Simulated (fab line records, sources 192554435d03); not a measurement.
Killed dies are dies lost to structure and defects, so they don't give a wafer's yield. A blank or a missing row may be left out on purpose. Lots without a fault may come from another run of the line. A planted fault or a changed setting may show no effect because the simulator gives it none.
A struck lot beside a sound one | flow n5_finfet | 26 steps out of a route of 1938
Sound: wafers L640.1, L640.2, L640.6. Struck: wafers L654.2, L654.5, L654.6. The cause comes at the end.
At each step with rows: each side's tool, then ch and its chambers, then its first start. Under that, the readings that differ: sound wafers | struck wafers | difference of the means | sigmas: that difference in standard deviations of wafers without a fault.
alike: readings whose means differ by less than 2 such deviations, and words and numbers that are the same on both sides. not compared: withheld readings, readings that some wafer has no value for, bounds like >300 that may hide the same value, and numbers for which the record gives no deviation and whose values overlap.
The two part at a step that has a row with sigmas, a row that says differs or no value, or rows on one side only. Numbers that don't overlap but have no deviation are shown without sigmas and don't part them. A reading that every wafer of one side lacks parts them only if that side has two wafers or more.

first, 1 step without rows for these wafers: N5_ILD0_CURE_02 (time 1800 s).
N5_ILD0_CMP_03: polishes, stops on SiNx, t overpolish 1.9 s, target thk 197.38 nm.
  sound on cmp-01 ch 0,1,2, day 3 12:14; struck on cmp-03 ch 2,3, day 7 08:36
  alike: motor_current_A, overpolish_run_s, slurry_filter_dp_kPa, time_to_endpoint_s
N5_ILD0_THK_MEAS_04:
  sound on film_metro-02, day 3 12:27; struck on film_metro-01, day 7 08:53
  alike: thk_nm
N5_ILD0_CMP_07: polishes SiO2 flowable, stops on poly-Si, t overpolish 1.18 s, target thk 138.88 nm.
  sound on cmp-01 ch 0,1,3, day 3 12:34; struck on cmp-01 ch 2,3, day 7 08:55
  alike: motor_current_A, slurry_filter_dp_kPa
N5_ILD0_THK_MEAS_08:
  sound on film_metro-01, day 3 12:46; struck on film_metro-02, day 7 09:13
  alike: thk_nm
then, 1 step without rows for these wafers: N5_ILD0_PRECLEAN_10 (cleans in NF3:NH3, afs cycles 5, time 20 s, sublimation time 60 s).
N5_ILD0_ALD_15: deposits SiNx, target thk 24 nm, pulse time 1 s, ald cycles 480.
  sound on ald_sin-03 ch 0,1,2, day 3 13:29; struck on ald_sin-02 ch 0,1,3, day 7 09:56
  alike: heater_power_w, precursor_pulse_height_rel
N5_ILD0_CMP_12: polishes SiNx, stops on poly-Si, t overpolish 6 s, target thk 17.67 nm.
  sound on cmp-01 ch 0,1,3, day 3 16:13; struck on cmp-01 ch 2,3, day 7 12:10
  reading                | sound          | struck         | difference | sigmas
  time_to_endpoint_s (s) | 31.1 28.8 26.5 | 22.1 22.6 27.2 | -4.8       | -2
  alike: motor_current_A, overpolish_run_s, slurry_filter_dp_kPa
N5_ILD0_THK_MEAS_13:
  sound on film_metro-02, day 3 16:29; struck on film_metro-02, day 7 12:26
  alike: thk_nm
N5_ILD0_INSPECT_06: inspects for defects (darkfield).
  sound on defect_inspect-01, day 3 16:31; struck on defect_inspect-02, day 7 12:28
  alike: raw_defect_count
then, 2 steps without rows for these wafers: N5_SDB_HM_DEP_00 (deposits SiNx from SiH4/NH3/N2, target thk 40 nm, time 35.3 s); N5_SDB_COAT_03 (time 60 s, resist thk 100 nm).
N5_SDB_COAT_04: time 60 s, resist thk 18 nm.
  sound on litho_track-01 ch 0, day 3 16:38; struck on litho_track-01 ch 0, day 7 12:35
  reading              | sound                | struck               | difference | sigmas
  spin_speed_rpm (rpm) | 1500.6 1500.3 1502.0 | 1461.7 1463.5 1462.2 | -38.5      | -35
  alike: exhaust_pa
then, 6 steps without rows for these wafers: N5_SDB_COAT_05 (resist thk 90 nm); N5_SDB_EBR_07; N5_SDB_SOFTBAKE_06 (time 60 s); N5_SDB_EXPOSE_08 (exposes mask SDB); N5_SDB_PEB_09 (peb time 60 s); N5_SDB_DEVELOP_10 (develop time 30 s).
N5_SDB_CD_MEAS_11: target cd 50 nm.
  sound on cd_sem-03 ch 0, day 3 16:59; struck on cd_sem-01 ch 0, day 7 12:56
  alike: cd_nm
N5_SDB_OVL_MEAS_12:
  sound on overlay-02 ch 0, day 3 17:01; struck on overlay-02 ch 0, day 7 12:58
  alike: SDB_OVL
N5_SDB_INSPECT_13: inspects for defects (brightfield).
  sound on defect_inspect-01, day 3 17:03; struck on defect_inspect-01, day 7 13:00
  alike: raw_defect_count
then, 1 step without rows for these wafers: N5_SDB_DESCUM_16 (chemistry O2, time 7.9 s).
N5_SDB_ETCH_17: etches SiARC in CF4, target depth 23.4 nm, time 39 s.
  sound on rie_diel-03 ch 1,2,3, day 3 17:07; struck on rie_diel-03 ch 1,2, day 7 13:35
  reading                  | sound             | struck            | difference | sigmas
  model.etch.depth_nm (nm) | 17.98 17.94 17.95 | 18.16 18.21 18.27 | +0.26      |
  alike: drypump_motor_current_A, etch_rf_on_time_s, oes_product_au, rf_vpp_V, showerhead_plenum_p_Torr, throttle_valve_pct
  not compared: rf_hours_counter_h
N5_SDB_ETCH_18: etches SOC in N2/H2, target depth 100 nm, overetch 20 nm, time 150 s.
  sound on rie_diel-03 ch 1,2,3, day 3 17:09; struck on rie_diel-03 ch 1,2, day 7 13:37
  alike: drypump_motor_current_A, n2_flow_sccm, oes_product_au, rf_vpp_V, showerhead_plenum_p_Torr, temp_c, throttle_valve_pct
  not compared: rf_hours_counter_h
-- the record jumps here: 9 days lie between the struck wafers' starts before and after (it left off in module SDB and takes up again in module PASSIVATION, whose first step shown is number 1936 of the route) --
N5_PASSIVATION_PROBE_49:
  the record has rows for the struck wafers here (prober-02, day 16 06:43) and none for the sound ones

WHERE THEY PART
First at N5_ILD0_CMP_12; last, within this record, at N5_PASSIVATION_PROBE_49.

WHY: what the simulator had put in
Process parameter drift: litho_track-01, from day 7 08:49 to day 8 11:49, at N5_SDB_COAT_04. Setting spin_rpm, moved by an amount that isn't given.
